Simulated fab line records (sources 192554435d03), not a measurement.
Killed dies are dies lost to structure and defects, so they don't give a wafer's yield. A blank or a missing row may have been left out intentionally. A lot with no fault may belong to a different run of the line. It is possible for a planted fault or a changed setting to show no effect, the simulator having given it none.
Matching of chambers | flow n5_finfet | N5_BEOL_M15_VIA_ETCH_16 on rie_diel-03: 4 sister chambers
The step etches SiO2 in C4F8/O2/Ar, target depth 1792.2 nm. 18 wafers are shown with their chamber, then 9 later ones without.

WAFERS WITH THEIR CHAMBER
wafer  | chamber | drypump_motor_current_A (A) | rf_vpp_V (V) | showerhead_plenum_p_Torr (Torr)
L078.1 | 2       | 5.7                         | 2218         | 3.37
L078.4 | 1       | 5.7                         | 2196         | 3.52
L078.6 | 3       | 6.4                         | 2230         | 3.49
L080.1 | 2       | 5.7                         | 2219         | 3.36
L080.3 | 0       | 6.2                         | 2248         | 3.50
L080.4 | 0       | 6.2                         | 2248         | 3.50
L079.2 | 1       | 5.7                         | 2194         | 3.52
L079.3 | 0       | 6.2                         | 2247         | 3.50
L079.4 | 1       | 5.7                         | 2194         | 3.52
L085.1 | 0       | 6.2                         | 2246         | 3.50
L085.3 | 1       | 5.7                         | 2194         | 3.52
L085.6 | 2       | 5.7                         | 2218         | 3.36
L090.2 | 1       | 5.7                         | 2196         | 3.52
L090.4 | 0       | 6.2                         | 2244         | 3.50
L090.6 | 3       | 6.3                         | 2227         | 3.49
L092.4 | 2       | 5.7                         | 2218         | 3.35
L092.5 | 0       | 6.2                         | 2246         | 3.49
L092.6 | 3       | 6.3                         | 2229         | 3.48

SIGNATURES (averages over the wafers above)
reading                  | chamber 0 | chamber 1 | chamber 2 | chamber 3 | scatter within a chamber
drypump_motor_current_A  | 6.200     | 5.700     | 5.700     | 6.333     | 0.0218
rf_vpp_V                 | 2246.50   | 2194.80   | 2218.25   | 2228.67   | 1.25
showerhead_plenum_p_Torr | 3.4983    | 3.5200    | 3.3600    | 3.4867    | 0.005
Rule: distance of a wafer from a chamber = root of the sum over the readings of ((wafer's reading minus chamber's mean) / reading's scatter) squared. The wafer belongs to the nearest chamber; if the next one is less than 2 further off, it can't be placed. The scatter: take each reading less its chamber's mean, square it, sum over the shown wafers, divide by the number of wafers less the number of chambers, and take the root.

WAFERS WITHOUT THEIR CHAMBER
wafer  | drypump_motor_current_A (A) | rf_vpp_V (V) | showerhead_plenum_p_Torr (Torr)
L093.2 | 5.7                         | 2219         | 3.35
L093.4 | 5.7                         | 2195         | 3.51
L093.5 | 6.2                         | 2245         | 3.49
L094.2 | 5.7                         | 2218         | 3.35
L094.4 | 6.2                         | 2247         | 3.49
L094.6 | 5.7                         | 2219         | 3.35
L096.2 | 5.7                         | 2218         | 3.35
L096.4 | 5.7                         | 2195         | 3.51
L096.6 | 6.3                         | 2227         | 3.48

EACH ONE'S CHAMBER
wafer  | from the rows above | in truth
L093.2 | 2                   | 2
L093.4 | 1                   | 1
L093.5 | 0                   | 0
L094.2 | 2                   | 2
L094.4 | 0                   | 0
L094.6 | 2                   | 2
L096.2 | 2                   | 2
L096.4 | 1                   | 1
L096.6 | 3                   | 3
Placed correctly: 9 of 9. Left unplaced by these rows: 0. Wrongly placed: 0.
